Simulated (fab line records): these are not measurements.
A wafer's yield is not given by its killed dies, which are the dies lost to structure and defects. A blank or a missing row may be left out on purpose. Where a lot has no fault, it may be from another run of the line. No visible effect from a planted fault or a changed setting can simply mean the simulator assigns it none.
Which tool was responsible? || flow n5 finfet || 21 wafers from 7 lots sampled at 2 of the route's 1938 steps

== WHAT EACH GAUGE READ, for each wafer ==
N5_PASSIVATION_OVL_MEAS_60.
{"lot": "L455", "measured": "day 12 05:55", "on": "overlay-02", "TV_OVL (nm)": "-2 -9 -2"}
{"lot": "L457", "measured": "day 13 03:01", "on": "overlay-01", "TV_OVL (nm)": "6 -8 -2"}
{"lot": "L459", "measured": "day 13 14:53", "on": "overlay-01", "TV_OVL (nm)": "-13 -1 -2"}
{"lot": "L463", "measured": "day 14 01:21", "on": "overlay-01", "TV_OVL (nm)": "-9 -13 -6"}
{"lot": "L464", "measured": "day 14 22:50", "on": "overlay-01", "TV_OVL (nm)": "13 7 -2"}
{"lot": "L473", "measured": "day 17 06:57", "on": "overlay-01", "TV_OVL (nm)": "- - -"}
{"lot": "L474", "measured": "day 18 07:13", "on": "overlay-02", "TV_OVL (nm)": "- - -"}

== TOOL THAT RAN EACH LOT (tool first, then ch and the chambers of the sampled wafers, then the start) ==
{"lot": "L455", "N5_PASSIVATION_PEB_08": "litho track-03 ch 0, day 12 05:46"}
{"lot": "L457", "N5_PASSIVATION_PEB_08": "litho track-04 ch 0, day 13 02:52"}
{"lot": "L459", "N5_PASSIVATION_PEB_08": "litho track-04 ch 0, day 13 14:44"}
{"lot": "L463", "N5_PASSIVATION_PEB_08": "litho track-03 ch 0, day 14 01:12"}
{"lot": "L464", "N5_PASSIVATION_PEB_08": "litho track-04 ch 0, day 14 22:41"}
{"lot": "L473", "N5_PASSIVATION_PEB_08": "litho track-04, day 17 06:48"}
{"lot": "L474", "N5_PASSIVATION_PEB_08": "litho track-01, day 18 07:04"}
- N5_PASSIVATION_PEB_08

== THE ANSWER, worked out from the rows above alone ==
Rule: the usual values come from the lots themselves. The widest of any qualifying gaps counts: lots, ordered by their means at a reading, are off when they make up no more than a third of the lots, leave a main group of 4 or more, and stand apart from it by 3 or more times the standard deviation of that group's means. The tables above print the reading to a certain number of digits; a main group whose means all agree to those digits is not used. A lot without any number at a reading at which 4 lots or more have one is off too. All remaining lots with rows at the step are treated as sound.
Off: L473, L474, seen at N5_PASSIVATION_OVL_MEAS_60 (TV_OVL). Without a number there: L473, L474. The main group has a mean of -3 nm with a standard deviation of 5.1.
If a tool, at a process step before that reading, ran all the lots that are off and no sound lot after the first of them, it fits. Gauges at N5_PASSIVATION_OVL_MEAS_60: tried the same way as those tools. Not one of the candidates tried fits.

== WHAT WAS PUT IN BY THE SIMULATOR ==
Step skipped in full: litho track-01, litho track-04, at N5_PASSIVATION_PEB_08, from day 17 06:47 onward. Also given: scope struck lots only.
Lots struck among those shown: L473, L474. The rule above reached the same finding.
